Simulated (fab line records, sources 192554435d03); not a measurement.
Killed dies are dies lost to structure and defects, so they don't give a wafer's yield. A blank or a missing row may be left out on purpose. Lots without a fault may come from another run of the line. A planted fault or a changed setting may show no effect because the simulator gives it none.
fab line records | flow n5_finfet
record lots=5 wafers=15 last_day=17
route steps=1938 shown BEOL_M5@1119
lots that met no fault: from a run of the same line without faults
start_h: hours from the record's first day to the start of the lot's first wafer shown | wait_h: hours since the lot's step before | " the same as in the row above | L1.1+2: a row that stands for several wafers | - no value, or no start given | * or withheld: withheld | < > ~ a bound
route shown NAME@n: a module of which the file shows steps, and the number in the route of the first | usual: mean/standard deviation of fault-free wafers | same: alike in all rows | chamber/n: place in a boat | sites: the reading at each site | _std_site: their standard deviation | _edge_site: outer sites' mean less inner sites' | radius_mm: how far each site lies from the wafer's centre | mask NAME#n: copy n | behind: the tool/chamber that last shaped the wafer | hold: why the lot was held/for how many hours/how that ended | device: the transistor (n, p or np) that didn't switch | end of line: the same wafers' tests at the end of the route | a step without rows: its recipe alone | killed: dies lost to structure and defects at the first sort, not the wafer's yield | map: a wafer's dies, x killed, . not, _ none there
set.NAME: the setting as run; set.NAME@STEP: as run at that earlier step | model.NAME: the simulator's own value behind a step, which no gauge read
lots at some steps of the route; a table a step, a row a wafer
services: from which hour (start_h, from the record's first day; less than 0 if before it) a tool's chamber was out of use, for how many hours, and why
## steps
# step N5_BEOL_M5_COAT_71
# recipe resist=underlayer temp_c=205 time_s=60 spin_rpm=1500 resist_thk_nm=5
# columns lot.wafer tool chamber start_h wait_h
L076.1+4+6 litho_track-05 0 - -
L079.1+2+3 litho_track-04 0 - -
L088.2+3+5 litho_track-03 0 - -
L090.2+3+4 litho_track-03 0 - -
L091.1+5+6 litho_track-04 0 - -
# step N5_BEOL_M5_COAT_05
# recipe resist=CAR-EUV spin_rpm=1500 resist_thk_nm=30
# columns lot.wafer tool chamber start_h wait_h
L076.1+4+6 litho_track-05 0 - -
L079.1+2+3 litho_track-04 0 - -
L088.2+3+5 litho_track-03 0 - -
L090.2+3+4 litho_track-03 0 - -
L091.1+5+6 litho_track-04 0 - -
# step N5_BEOL_M5_EBR_07
# recipe solvent=PGMEA ebr_width_mm=1.5
# columns lot.wafer tool chamber start_h wait_h
L076.1+4+6 litho_track-05 0 - -
L079.1+2+3 litho_track-04 0 - -
L088.2+3+5 litho_track-03 0 - -
L090.2+3+4 litho_track-03 0 - -
L091.1+5+6 litho_track-04 0 - -
# step N5_BEOL_M5_SOFTBAKE_06
# recipe temp_c=110 time_s=60 resist=CAR-EUV
# columns lot.wafer tool chamber start_h wait_h
L076.1+4+6 litho_track-05 0 - -
L079.1+2+3 litho_track-04 0 - -
L088.2+3+5 litho_track-03 0 - -
L090.2+3+4 litho_track-03 0 - -
L091.1+5+6 litho_track-04 0 - -
# step N5_BEOL_M5_EXPOSE_08
# recipe mask_id=M5 na=0.33 source_shape=annular sigma_inner=0.4 sigma_outer=0.8 polarization=unpolarized target_cd_nm=28 dose_mj=35.75
# usual reticle_temp_C=23.02/0.1
# columns lot.wafer tool chamber start_h wait_h mask reticle_temp_C
L076.1 euv_scanner-01 0 199.68 - M5#0 22.96
L076.4 " 0 " " M5#0 23.01
L076.6 " 0 " " M5#0 23.01
L079.1 euv_scanner-02 0 226.03 - M5#0 22.96
L079.2 " 0 " " M5#0 22.82
L079.3 " 0 " " M5#0 22.91
L088.2 euv_scanner-02 0 299.19 - M5#0 22.87
L088.3 " 0 " " M5#0 23.03
L088.5 " 0 " " M5#0 23.06
L090.2 euv_scanner-01 0 301.49 - M5#0 22.94
L090.3 " 0 " " M5#0 22.95
L090.4 " 0 " " M5#0 23.07
L091.1 euv_scanner-02 0 301.98 - M5#0 23.07
L091.5 " 0 " " M5#0 23.12
L091.6 " 0 " " M5#0 23.10
# step N5_BEOL_M5_PEB_09
# recipe peb_temp_c=100 peb_time_s=60 resist=CAR-EUV
# columns lot.wafer tool chamber start_h wait_h
L076.1+4+6 litho_track-04 0 199.74 0.1
L079.1+2+3 litho_track-04 0 226.09 0.1
L088.2+3+5 litho_track-04 0 299.24 0.0
L090.2+3+4 litho_track-05 0 301.54 0.0
L091.1+5+6 litho_track-04 0 302.04 0.1
# step N5_BEOL_M5_DEVELOP_10
# recipe develop_time_s=30 developer=TMAH resist=CAR-EUV rinse_liquid=surfactant_rinse dry=air_spin dev_temp_c=23
# usual developer_temp_C=23.01/0.11
# columns lot.wafer tool chamber start_h wait_h developer_temp_C
L076.1 litho_track-04 0 - - 23.16
L076.4 " 0 " " 23.15
L076.6 " 0 " " 23.13
L079.1 litho_track-04 0 - - 22.99
L079.2 " 0 " " 23.09
L079.3 " 0 " " 23.18
L088.2 litho_track-04 0 - - 23.24
L088.3 " 0 " " 23.16
L088.5 " 0 " " 23.17
L090.2 litho_track-05 0 - - 22.96
L090.3 " 0 " " 23.06
L090.4 " 0 " " 23.23
L091.1 litho_track-04 0 - - 22.96
L091.5 " 0 " " 22.90
L091.6 " 0 " " 22.96
# step N5_BEOL_M5_CD_MEAS_11
# recipe target_cd_nm=27.74 landing_energy_ev=500 detector=se_inlens
# usual cd_nm=27.99/0.22
# columns lot.wafer tool chamber start_h wait_h cd_nm
L076.1 cd_sem-01 0 199.81 - 28.06
L076.4 " 0 " " 27.89
L076.6 " 0 " " 28.55
L079.1 cd_sem-03 0 226.16 - 27.66
L079.2 " 0 " " 28.12
L079.3 " 0 " " 27.98
L088.2 cd_sem-01 0 299.31 - 27.71
L088.3 " 0 " " 27.86
L088.5 " 0 " " 28.11
L090.2 cd_sem-03 0 301.61 - 27.88
L090.3 " 0 " " 27.81
L090.4 " 0 " " 28.08
L091.1 cd_sem-03 0 302.11 - 28.19
L091.5 " 0 " " 27.98
L091.6 " 0 " " 27.80
# step N5_BEOL_M5_OVL_MEAS_12
# recipe points_per_wafer=522
# usual M5_OVL=-0.3/0.68
# columns lot.wafer tool chamber start_h wait_h M5_OVL[nm]
L076.1 overlay-01 0 199.84 0.0 0.5
L076.4 " 0 " " -0.5
L076.6 " 0 " " -0.7
L079.1 overlay-02 0 226.19 0.0 0.4
L079.2 " 0 " " -0.8
L079.3 " 0 " " -0.6
L088.2 overlay-02 0 299.34 0.0 -0.6
L088.3 " 0 " " 0.0
L088.5 " 0 " " 0.6
L090.2 overlay-01 0 301.65 0.0 0.3
L090.3 " 0 " " -1.2
L090.4 " 0 " " -0.4
L091.1 overlay-02 0 302.14 0.0 0.7
L091.5 " 0 " " -0.1
L091.6 " 0 " " -0.5
# step N5_BEOL_M5_INSPECT_13
# recipe mode=adi inspect_instrument=brightfield
# usual raw_defect_count=389/92
# columns lot.wafer tool chamber start_h wait_h raw_defect_count
L076.1 defect_inspect-01 - 199.90 0.1 357
L076.4 " - " " 344
L076.6 " - " " 377
L079.1 defect_inspect-02 - 226.24 0.1 416
L079.2 " - " " 282
L079.3 " - " " 490
L088.2 defect_inspect-01 - 299.40 0.0 376
L088.3 " - " " 383
L088.5 " - " " 434
L090.2 defect_inspect-01 - 301.70 0.0 235
L090.3 " - " " 248
L090.4 " - " " 391
L091.1 defect_inspect-01 - 302.21 0.1 297
L091.5 " - " " 245
L091.6 " - " " 386
# step N5_BEOL_M5_DESCUM_16
# recipe chemistry=O2 time_s=7 source_power_w=50 bias_power_w=20 pressure_mtorr=20 rf_frequency_hz=2.712e+07 temp_c=40 resist=CAR-EUV o2_flow_sccm=225
# usual drypump_motor_current_A=5.7/0.56 oes_product_au=0.78/0.054 rf_vpp_V=243.3/1.4 showerhead_plenum_p_Torr=2.09/0.07 throttle_valve_pct=20.34/0.19
# columns lot.wafer tool chamber start_h wait_h drypump_motor_current_A oes_product_au rf_hours_counter_h rf_vpp_V showerhead_plenum_p_Torr throttle_valve_pct
L076.1 rie_diel-06 3 200.07 0.2 5.8 0.78 108 243.7 2.03 20.60
L076.4 " 1 " " 5.2 0.80 95 242.5 2.03 20.42
L076.6 " 0 " " 6.2 0.69 - 242.9 2.07 20.25
L079.1 rie_diel-02 2 226.28 0.0 6.1 0.81 79 243.9 2.12 20.51
L079.2 " 1 " " 6.4 0.86 46 246.2 2.23 20.39
L079.3 " 0 " " 5.8 0.81 107 244.4 2.12 20.11
L088.2 rie_diel-02 2 299.60 0.2 6.1 0.80 101 242.6 2.12 20.54
L088.3 " 3 " " 4.7 0.80 96 242.2 2.01 20.11
L088.5 " 2 " " 6.1 0.79 - 243.3 2.12 20.54
L090.2 rie_diel-02 0 301.73 0.0 5.8 0.78 127 243.5 2.11 20.11
L090.3 " 1 " " 6.4 0.83 67 244.4 2.22 20.45
L090.4 " 3 " " 4.7 0.79 97 241.7 2.01 20.11
L091.1 rie_diel-02 3 302.25 0.0 4.8 0.78 97 244.5 2.01 20.12
L091.5 " 1 " " 6.4 0.83 - 245.7 2.22 20.43
L091.6 " 0 " " 5.8 0.78 - 244.3 2.11 20.13
# step N5_BEOL_M5_ETCH_72
# recipe chemistry=N2/H2 target=underlayer target_depth_a=65 mask_material=CAR-EUV time_s=5.2 ion_energy_ev=200 pressure_mtorr=30 source_w=840 bias_w=150 n2_flow_sccm=200 h2_flow_sccm=200 ends=cleared
# usual drypump_motor_current_A=5.7/0.56 etch_rf_on_time_s=5.19/0.087 oes_product_au=0.66/0.045 rf_vpp_V=523.6/2.8 showerhead_plenum_p_Torr=2.54/0.081 throttle_valve_pct=17.74/0.18
# columns lot.wafer tool chamber start_h wait_h drypump_motor_current_A etch_rf_on_time_s oes_product_au rf_hours_counter_h rf_vpp_V showerhead_plenum_p_Torr throttle_valve_pct
L076.1 rie_diel-06 3 200.11 0.0 5.8 5.22 0.68 108 521.5 2.46 17.95
L076.4 " 1 " " 5.2 5.15 0.69 95 521.3 2.46 17.76
L076.6 " 0 " " 6.2 5.12 0.60 - 523.5 2.52 17.82
L079.1 rie_diel-02 2 226.31 0.0 6.1 5.03 0.68 79 525.6 2.57 17.89
L079.2 " 1 " " 6.4 5.08 0.73 46 527.3 2.70 17.79
L079.3 " 0 " " 5.8 5.18 0.68 107 525.6 2.56 17.40
L088.2 rie_diel-02 2 299.63 0.0 6.1 5.07 0.67 101 525.0 2.56 17.90
L088.3 " 3 " " 4.7 5.09 0.68 96 520.2 2.46 17.60
L088.5 " 2 " " 6.1 5.08 0.67 - 523.4 2.56 17.89
L090.2 rie_diel-02 0 301.77 0.0 5.8 5.15 0.67 127 524.5 2.55 17.41
L090.3 " 1 " " 6.4 5.05 0.71 67 530.0 2.69 17.85
L090.4 " 3 " " 4.7 5.02 0.67 97 522.4 2.46 17.58
L091.1 rie_diel-02 3 302.28 0.0 4.7 5.18 0.67 97 521.4 2.46 17.61
L091.5 " 1 " " 6.4 5.28 0.69 - 527.2 2.69 17.83
L091.6 " 0 " " 5.7 5.28 0.67 - 523.7 2.55 17.43
# step N5_BEOL_M5_ETCH_61
# recipe chemistry=CF4 target=SiARC target_depth_a=156 mask_material=CAR-EUV time_s=26 ion_energy_ev=80 pressure_mtorr=40 source_w=545 bias_w=36 Ar_flow_sccm=100 cf4_flow_sccm=100 ends=cleared
# usual drypump_motor_current_A=5.7/0.56 etch_rf_on_time_s=26.0/0.41 oes_product_au=0.67/0.045 rf_vpp_V=184.1/1.1 showerhead_plenum_p_Torr=2.14/0.065 throttle_valve_pct=15.51/0.16
# columns lot.wafer tool chamber start_h wait_h drypump_motor_current_A etch_rf_on_time_s oes_product_au rf_hours_counter_h rf_vpp_V showerhead_plenum_p_Torr throttle_valve_pct
L076.1 rie_diel-06 3 200.13 0.0 5.8 26.3 0.68 108 184.8 2.07 15.70
L076.4 " 1 " " 5.2 26.1 0.68 95 180.7 2.07 15.51
L076.6 " 0 " " 6.2 26.1 0.60 - 183.8 2.12 15.52
L079.1 rie_diel-02 2 226.33 0.0 6.1 25.4 0.69 79 186.4 2.17 15.62
L079.2 " 1 " " 6.4 25.7 0.73 46 186.0 2.27 15.45
L079.3 " 0 " " 5.8 26.0 0.68 107 183.6 2.16 15.26
L088.2 rie_diel-02 2 299.65 0.0 6.1 25.8 0.67 101 184.3 2.16 15.67
L088.3 " 3 " " 4.7 25.8 0.68 96 183.9 2.07 15.37
L088.5 " 2 " " 6.1 25.6 0.67 - 184.1 2.16 15.67
L090.2 rie_diel-02 0 301.78 0.0 5.8 26.3 0.66 127 183.2 2.15 15.30
L090.3 " 1 " " 6.4 26.0 0.70 67 184.7 2.26 15.49
L090.4 " 3 " " 4.7 25.6 0.68 97 183.3 2.07 15.37
L091.1 rie_diel-02 3 302.30 0.0 4.7 25.6 0.68 97 182.4 2.07 15.38
L091.5 " 1 " " 6.4 26.2 0.70 - 185.9 2.26 15.51
L091.6 " 0 " " 5.8 26.3 0.66 - 183.5 2.15 15.30
# step N5_BEOL_M5_ETCH_62
# recipe chemistry=N2/H2 target=SOC target_depth_a=750 overetch_a=150 mask_material=SiARC temp_c=40 time_s=112.5 ion_energy_ev=200 pressure_mtorr=30 source_w=840 bias_w=150 n2_flow_sccm=200 h2_flow_sccm=200
# usual drypump_motor_current_A=5.7/0.55 oes_product_au=0.62/0.04 rf_vpp_V=523.7/2.4 showerhead_plenum_p_Torr=2.54/0.081 throttle_valve_pct=17.71/0.18
# columns lot.wafer tool chamber start_h wait_h drypump_motor_current_A oes_product_au rf_hours_counter_h rf_vpp_V showerhead_plenum_p_Torr throttle_valve_pct
L076.1 rie_diel-06 3 200.15 0.0 5.8 0.63 108 520.8 2.46 17.93
L076.4 " 1 " " 5.2 0.63 95 522.7 2.46 17.72
L076.6 " 0 " " 6.2 0.55 - 522.0 2.52 17.79
L079.1 rie_diel-02 2 226.36 0.0 6.2 0.64 79 523.8 2.57 17.84
L079.2 " 1 " " 6.4 0.68 46 528.4 2.70 17.75
L079.3 " 0 " " 5.8 0.63 107 524.4 2.56 17.38
L088.2 rie_diel-02 2 299.68 0.0 6.1 0.62 101 525.0 2.56 17.88
L088.3 " 3 " " 4.7 0.62 96 523.0 2.46 17.55
L088.5 " 2 " " 6.1 0.62 - 523.4 2.56 17.86
L090.2 rie_diel-02 0 301.81 0.0 5.8 0.62 127 522.3 2.55 17.40
L090.3 " 1 " " 6.4 0.65 67 529.0 2.69 17.80
L090.4 " 3 " " 4.7 0.62 97 520.4 2.46 17.57
L091.1 rie_diel-02 3 302.33 0.0 4.7 0.63 97 520.0 2.46 17.56
L091.5 " 1 " " 6.4 0.65 - 526.8 2.69 17.80
L091.6 " 0 " " 5.8 0.61 - 524.5 2.55 17.39
# step N5_BEOL_M5_STRIP_63
# recipe chemistry=N2/H2 temp_c=40 n2_flow_sccm=200 h2_flow_sccm=200 rf_frequency_hz=6e+07
# columns lot.wafer tool chamber start_h wait_h
L076.1+4+6 rie_diel-06 3,1,0 200.26 0.1
L079.1+2+3 rie_diel-02 2,1,0 226.47 0.1
L088.2+3+5 rie_diel-02 2,3,2 299.78 0.1
L090.2+3+4 rie_diel-02 0,1,3 301.92 0.1
L091.1+5+6 rie_diel-02 3,1,0 302.43 0.1
# step N5_BEOL_M5_STRIP_73
# recipe chemistry=N2/H2 temp_c=40 n2_flow_sccm=200 h2_flow_sccm=200 rf_frequency_hz=6e+07
# columns lot.wafer tool chamber start_h wait_h
L076.1+4+6 rie_diel-06 3,1,0 200.27 0.0
L079.1+2+3 rie_diel-02 2,1,0 226.48 0.0
L088.2+3+5 rie_diel-02 2,3,2 299.79 0.0
L090.2+3+4 rie_diel-02 0,1,3 301.93 0.0
L091.1+5+6 rie_diel-02 3,1,0 302.44 0.0
# step N5_BEOL_M5_STRIP_64
# recipe chemistry=CF4 resist=SiARC power_w=300 bias_power_w=75 pressure_mtorr=50 cf4_flow_sccm=150 rf_frequency_hz=6e+07
# usual drypump_motor_current_A=5.7/0.55 oes_product_au=0.77/0.05 rf_vpp_V=271.1/1.5 showerhead_plenum_p_Torr=1.79/0.053 throttle_valve_pct=13.48/0.16
# columns lot.wafer tool chamber start_h wait_h drypump_motor_current_A oes_product_au rf_hours_counter_h rf_vpp_V showerhead_plenum_p_Torr throttle_valve_pct
L076.1 rie_diel-06 3 200.28 0.0 5.8 0.79 108 270.4 1.73 13.64
L076.4 " 1 " " 5.2 0.80 95 270.7 1.74 13.47
L076.6 " 0 " " 6.2 0.69 - 270.8 1.77 13.53
L079.1 rie_diel-02 2 226.49 0.0 6.1 0.79 79 271.5 1.81 13.56
L079.2 " 1 " " 6.4 0.84 46 275.2 1.89 13.39
L079.3 " 0 " " 5.8 0.79 107 271.0 1.80 13.20
L088.2 rie_diel-02 2 299.80 0.0 6.1 0.77 101 269.9 1.80 13.61
L088.3 " 3 " " 4.7 0.78 96 270.1 1.74 13.39
L088.5 " 2 " " 6.1 0.77 - 270.8 1.80 13.62
L090.2 rie_diel-02 0 301.94 0.0 5.7 0.78 127 271.1 1.80 13.27
L090.3 " 1 " " 6.4 0.81 67 274.6 1.89 13.43
L090.4 " 3 " " 4.7 0.77 97 271.2 1.74 13.37
L091.1 rie_diel-02 3 302.45 0.0 4.7 0.78 97 269.5 1.74 13.37
L091.5 " 1 " " 6.4 0.81 - 274.4 1.89 13.42
L091.6 " 0 " " 5.8 0.78 - 270.0 1.80 13.27
# step N5_BEOL_M5_HM_OPEN_17
# recipe chemistry=Cl2/BCl3 target_depth_a=200 overetch_a=60 target=TiN mask_material=SOC ion_energy_ev=150 pressure_mtorr=10 icp_w=1000 bias_w=126 Cl2_flow_sccm=53.25 bcl3_flow_sccm=21.75 Ar_flow_sccm=25
# usual drypump_motor_current_A=5.7/0.41 oes_product_au=0.68/0.073 throttle_valve_pct=22.11/0.15
# columns lot.wafer tool chamber start_h wait_h drypump_motor_current_A oes_product_au rf_hours_counter_h throttle_valve_pct
L076.1 rie_metal-01 1 200.32 0.0 6.1 0.52 130 22.24
L076.4 " 1 " " 6.2 0.52 - 22.24
L076.6 " 1 " " 6.2 0.52 - 22.22
L079.1 rie_metal-03 1 226.53 0.0 5.8 0.66 50 22.05
L079.2 " 0 " " 4.9 0.66 40 22.39
L079.3 " 1 " " 5.8 0.65 - 22.05
L088.2 rie_metal-01 1 299.84 0.0 6.2 0.79 5 21.90
L088.3 " 0 " " 5.6 0.74 - 22.11
L088.5 " 0 " " 5.6 0.74 - 22.11
L090.2 rie_metal-02 0 301.98 0.0 6.0 0.71 27 22.02
L090.3 " 1 " " 5.5 0.56 - 22.11
L090.4 " 0 " " 6.0 0.71 - 22.01
L091.1 rie_metal-01 0 302.49 0.0 5.5 0.74 16 22.11
L091.5 " 1 " " 6.2 0.78 - 21.90
L091.6 " 0 " " 5.6 0.73 - 22.10
# step N5_BEOL_M5_STRIP_19
# recipe chemistry=O2 power_w=400 temp_c=40 pressure_mtorr=30 rf_frequency_hz=6e+07 bias_power_w=0 overash_fraction=0.2 o2_flow_sccm=225
# usual drypump_motor_current_A=5.7/0.51 oes_product_au=0.78/0.066 rf_vpp_V=3.6/0.48 showerhead_plenum_p_Torr=2.10/0.068 throttle_valve_pct=16.57/0.16
# columns lot.wafer tool chamber start_h wait_h drypump_motor_current_A oes_product_au rf_hours_counter_h rf_vpp_V showerhead_plenum_p_Torr throttle_valve_pct
L076.1 rie_diel-05 1 200.43 0.1 6.0 0.74 161 3.9 2.09 16.47
L076.4 " 2 " " 5.3 0.90 34 3.8 2.05 16.41
L076.6 " 0 " " 5.1 0.75 - 2.5 2.18 16.54
L079.1 rie_diel-05 2 226.74 0.2 5.3 0.89 42 3.3 2.04 16.44
L079.2 " 0 " " 5.0 0.75 173 3.9 2.18 16.55
L079.3 " 3 " " 5.8 0.74 159 4.3 2.20 16.46
L088.2 rie_diel-05 1 299.96 0.1 6.0 0.72 186 3.3 2.09 16.49
L088.3 " 3 " " 5.8 0.73 179 4.5 2.19 16.51
L088.5 " 1 " " 6.0 0.71 - 3.7 2.09 16.50
L090.2 rie_diel-02 0 302.09 0.1 5.8 0.77 127 3.0 2.11 16.38
L090.3 " 2 " " 6.1 0.79 102 3.4 2.12 16.79
L090.4 " 1 " " 6.4 0.83 67 3.5 2.23 16.61
L091.1 rie_diel-06 1 302.64 0.1 5.2 0.78 129 2.7 2.03 16.69
L091.5 " 0 " " 6.2 0.96 - 3.9 2.06 16.13
L091.6 " 1 " " 5.2 0.77 - 3.8 2.03 16.69
# step N5_BEOL_M5_CD_MEAS_18
# recipe pitch_nm=56 target_cd_nm=28
# usual cd_nm=28.09/0.3
# columns lot.wafer tool chamber start_h wait_h cd_nm
L076.1 cd_sem-01 - 200.50 0.0 28.16
L076.4 " - " " 28.50
L076.6 " - " " 28.49
L079.1 cd_sem-03 - 226.81 0.0 27.99
L079.2 " - " " 27.74
L079.3 " - " " 27.59
L088.2 cd_sem-01 - 300.03 0.1 27.72
L088.3 " - " " 27.54
L088.5 " - " " 28.30
L090.2 cd_sem-03 - 302.16 0.1 27.63
L090.3 " - " " 27.70
L090.4 " - " " 27.78
L091.1 cd_sem-03 - 302.71 0.0 28.06
L091.5 " - " " 28.00
L091.6 " - " " 28.62
# step N5_BEOL_M5_COAT_65
# recipe resist=SOC temp_c=250 time_s=60 spin_rpm=1500 resist_thk_nm=60
# columns lot.wafer tool chamber start_h wait_h
L076.1+4+6 litho_track-05 0 200.54 0.0
L079.1+2+3 litho_track-03 0 228.30 1.5
L088.2+3+5 litho_track-03 0 300.09 0.1
L091.1+5+6 litho_track-04 0 303.37 0.7
L090.2+3+4 litho_track-03 0 303.37 1.2
# step N5_BEOL_M5_COAT_66
# recipe resist=SiARC temp_c=220 time_s=60 spin_rpm=1500 resist_thk_nm=12
# columns lot.wafer tool chamber start_h wait_h
L076.1+4+6 litho_track-05 0 - -
L079.1+2+3 litho_track-03 0 - -
L088.2+3+5 litho_track-03 0 - -
L091.1+5+6 litho_track-04 0 - -
L090.2+3+4 litho_track-03 0 - -
# step N5_BEOL_M5_COAT_74
# recipe resist=underlayer temp_c=205 time_s=60 spin_rpm=1500 resist_thk_nm=5
# columns lot.wafer tool chamber start_h wait_h
L076.1+4+6 litho_track-05 0 - -
L079.1+2+3 litho_track-03 0 - -
L088.2+3+5 litho_track-03 0 - -
L091.1+5+6 litho_track-04 0 - -
L090.2+3+4 litho_track-03 0 - -
# step N5_BEOL_M5_COAT_22
# recipe resist=CAR-EUV spin_rpm=1500 resist_thk_nm=30
# columns lot.wafer tool chamber start_h wait_h
L076.1+4+6 litho_track-05 0 - -
L079.1+2+3 litho_track-03 0 - -
L088.2+3+5 litho_track-03 0 - -
L091.1+5+6 litho_track-04 0 - -
L090.2+3+4 litho_track-03 0 - -
# step N5_BEOL_M5_EBR_24
# recipe solvent=PGMEA ebr_width_mm=1.5
# columns lot.wafer tool chamber start_h wait_h
L076.1+4+6 litho_track-05 0 - -
L079.1+2+3 litho_track-03 0 - -
L088.2+3+5 litho_track-03 0 - -
L091.1+5+6 litho_track-04 0 - -
L090.2+3+4 litho_track-03 0 - -
# step N5_BEOL_M5_SOFTBAKE_23
# recipe temp_c=110 time_s=60 resist=CAR-EUV
# columns lot.wafer tool chamber start_h wait_h
L076.1+4+6 litho_track-05 0 - -
L079.1+2+3 litho_track-03 0 - -
L088.2+3+5 litho_track-03 0 - -
L091.1+5+6 litho_track-04 0 - -
L090.2+3+4 litho_track-03 0 - -
# step N5_BEOL_M5_EXPOSE_25
# recipe mask_id=V4 na=0.33 source_shape=quasar sigma_inner=0.2 sigma_outer=0.6 polarization=unpolarized defocus_nm=10 dose_mj=52.75
# usual reticle_temp_C=23.02/0.095
# columns lot.wafer tool chamber start_h wait_h mask reticle_temp_C
L076.1 euv_scanner-02 0 200.68 - V4#0 23.02
L076.4 " 0 " " V4#0 23.16
L076.6 " 0 " " V4#0 22.96
L079.1 euv_scanner-01 0 228.47 - V4#0 23.08
L079.2 " 0 " " V4#0 22.92
L079.3 " 0 " " V4#0 22.99
L088.2 euv_scanner-02 0 300.40 - V4#0 23.06
L088.3 " 0 " " V4#0 23.04
L088.5 " 0 " " V4#0 23.20
L090.2 euv_scanner-01 0 303.64 - V4#0 23.06
L090.3 " 0 " " V4#0 23.09
L090.4 " 0 " " V4#0 23.00
L091.1 euv_scanner-02 0 303.81 - V4#0 22.90
L091.5 " 0 " " V4#0 23.14
L091.6 " 0 " " V4#0 23.16
# step N5_BEOL_M5_PEB_26
# recipe peb_temp_c=100 peb_time_s=60 resist=CAR-EUV
# columns lot.wafer tool chamber start_h wait_h
L076.1+4+6 litho_track-03 0 200.75 0.1
L079.1+2+3 litho_track-03 0 228.54 0.1
L088.2+3+5 litho_track-05 0 300.46 0.1
L090.2+3+4 litho_track-04 0 303.71 0.1
L091.1+5+6 litho_track-04 0 303.88 0.1
# step N5_BEOL_M5_DEVELOP_27
# recipe develop_time_s=30 developer=TMAH resist=CAR-EUV rinse_liquid=surfactant_rinse dry=air_spin dev_temp_c=23
# usual developer_temp_C=22.99/0.1
# columns lot.wafer tool chamber start_h wait_h developer_temp_C
L076.1 litho_track-03 0 - - 23.01
L076.4 " 0 " " 23.12
L076.6 " 0 " " 23.01
L079.1 litho_track-03 0 - - 22.98
L079.2 " 0 " " 23.05
L079.3 " 0 " " 23.19
L088.2 litho_track-05 0 - - 22.89
L088.3 " 0 " " 22.86
L088.5 " 0 " " 22.74
L090.2 litho_track-04 0 - - 22.86
L090.3 " 0 " " 22.96
L090.4 " 0 " " 23.08
L091.1 litho_track-04 0 - - 22.99
L091.5 " 0 " " 23.16
L091.6 " 0 " " 23.05
# step N5_BEOL_M5_CD_MEAS_28
# recipe target_cd_nm=30.6 landing_energy_ev=500 detector=se_inlens target_cd_y_nm=20 polarity=opening
# usual cd_nm=30.60/0.25
# columns lot.wafer tool chamber start_h wait_h cd_nm
L076.1 cd_sem-03 0 200.81 - 30.45
L076.4 " 0 " " 30.81
L076.6 " 0 " " 30.90
L079.1 cd_sem-02 0 228.61 - 30.64
L079.2 " 0 " " 31.02
L079.3 " 0 " " 31.02
L088.2 cd_sem-03 0 300.53 - 30.74
L088.3 " 0 " " 30.75
L088.5 " 0 " " 30.76
L090.2 cd_sem-03 0 303.77 - 30.46
L090.3 " 0 " " 30.82
L090.4 " 0 " " 30.43
L091.1 cd_sem-01 0 303.95 - 30.57
L091.5 " 0 " " 30.89
L091.6 " 0 " " 30.45
# step N5_BEOL_M5_OVL_MEAS_29
# recipe points_per_wafer=522
# usual V4_OVL=0.3/0.75
# columns lot.wafer tool chamber start_h wait_h V4_OVL[nm]
L076.1 overlay-01 0 200.85 0.0 0.5
L076.4 " 0 " " 1.1
L076.6 " 0 " " 0.5
L079.1 overlay-02 0 228.64 0.0 1.0
L079.2 " 0 " " 1.9
L079.3 " 0 " " 1.3
L088.2 overlay-02 0 300.57 0.0 0.1
L088.3 " 0 " " 0.8
L088.5 " 0 " " 1.2
L090.2 overlay-02 0 303.81 0.0 0.1
L090.3 " 0 " " 0.3
L090.4 " 0 " " -0.6
L091.1 overlay-01 0 303.98 0.0 -0.2
L091.5 " 0 " " -1.1
L091.6 " 0 " " 0.4
# step N5_BEOL_M5_INSPECT_30
# recipe mode=adi inspect_instrument=brightfield
# usual raw_defect_count=390/93
# columns lot.wafer tool chamber start_h wait_h raw_defect_count
L076.1 defect_inspect-01 - 200.90 0.1 332
L076.4 " - " " 357
L076.6 " - " " 380
L079.1 defect_inspect-02 - 228.70 0.1 405
L079.2 " - " " 288
L079.3 " - " " 481
L088.2 defect_inspect-02 - 300.62 0.0 336
L088.3 " - " " 413
L088.5 " - " " 431
L090.2 defect_inspect-02 - 303.86 0.0 244
L090.3 " - " " 262
L090.4 " - " " 408
L091.1 defect_inspect-02 - 304.04 0.1 286
L091.5 " - " " 246
L091.6 " - " " 399
# step N5_BEOL_M5_DESCUM_33
# recipe chemistry=O2 time_s=7 source_power_w=50 bias_power_w=20 pressure_mtorr=20 rf_frequency_hz=2.712e+07 temp_c=40 resist=CAR-EUV o2_flow_sccm=225
# usual drypump_motor_current_A=5.7/0.5 oes_product_au=0.79/0.075 rf_vpp_V=243.0/1.4 showerhead_plenum_p_Torr=2.09/0.068 throttle_valve_pct=20.33/0.18
# columns lot.wafer tool chamber start_h wait_h drypump_motor_current_A oes_product_au rf_hours_counter_h rf_vpp_V showerhead_plenum_p_Torr throttle_valve_pct
L076.1 rie_diel-05 1 200.94 0.0 6.0 0.74 161 242.1 2.09 20.19
L076.4 " 3 " " 5.8 0.75 151 244.1 2.19 20.17
L076.6 " 3 " " 5.8 0.75 - 244.5 2.19 20.19
L079.1 rie_diel-02 1 228.73 0.0 6.4 0.87 46 244.5 2.23 20.39
L079.2 " 0 " " 5.8 0.80 107 241.9 2.12 20.10
L079.3 " 3 " " 4.8 0.82 76 241.7 2.02 20.08
L088.2 rie_diel-06 0 300.82 0.2 6.2 0.98 4 242.5 2.06 19.91
L088.3 " 3 " " 5.8 0.77 142 242.5 2.02 20.65
L088.5 " 1 " " 5.2 0.78 - 243.2 2.02 20.47
L090.2 rie_diel-02 2 303.90 0.0 6.1 0.79 102 242.6 2.12 20.54
L090.3 " 1 " " 6.4 0.82 67 245.5 2.22 20.42
L090.4 " 0 " " 5.8 0.77 127 241.7 2.11 20.13
L091.1 rie_diel-06 3 304.35 0.3 5.9 0.75 143 241.3 2.02 20.64
L091.5 " 2 " " 6.6 0.94 - 241.8 2.06 20.35
L091.6 " 3 " " 5.8 0.77 - 241.8 2.02 20.67
## services
# columns tool chamber start_h hours kind
euv_scanner-02 - 178.76 1.0 pm
rie_metal-03 0 179.32 4.5 repair
rie_diel-02 0 191.16 13.6 repair
euv_scanner-01 - 197.73 1.0 pm
rie_metal-01 1 206.10 - clean
euv_scanner-02 0 228.76 - calibration
euv_scanner-02 - 229.62 0.8 repair
euv_scanner-02 - 234.62 1.0 pm
rie_diel-06 2 235.12 - clean
rie_diel-06 2 235.12 - consumable_replace:focus_ring
rie_diel-06 2 235.12 34.8 scheduled_down
rie_diel-06 2 235.12 34.8 vent_cycle
euv_scanner-02 - 253.28 0.4 repair
euv_scanner-01 - 253.92 1.0 pm
rie_diel-05 1 268.62 5.2 repair
rie_diel-06 0 269.92 - clean
rie_diel-06 0 269.92 - consumable_replace:focus_ring
rie_diel-06 0 269.92 19.5 scheduled_down
rie_diel-06 0 269.92 19.5 vent_cycle
rie_metal-03 - 270.81 0.8 repair
rie_metal-01 - 272.06 14.6 pm
euv_scanner-02 - 290.73 1.0 pm
euv_scanner-02 - 292.21 4.6 pm
rie_diel-05 0 295.90 7.5 repair
## key
fault none
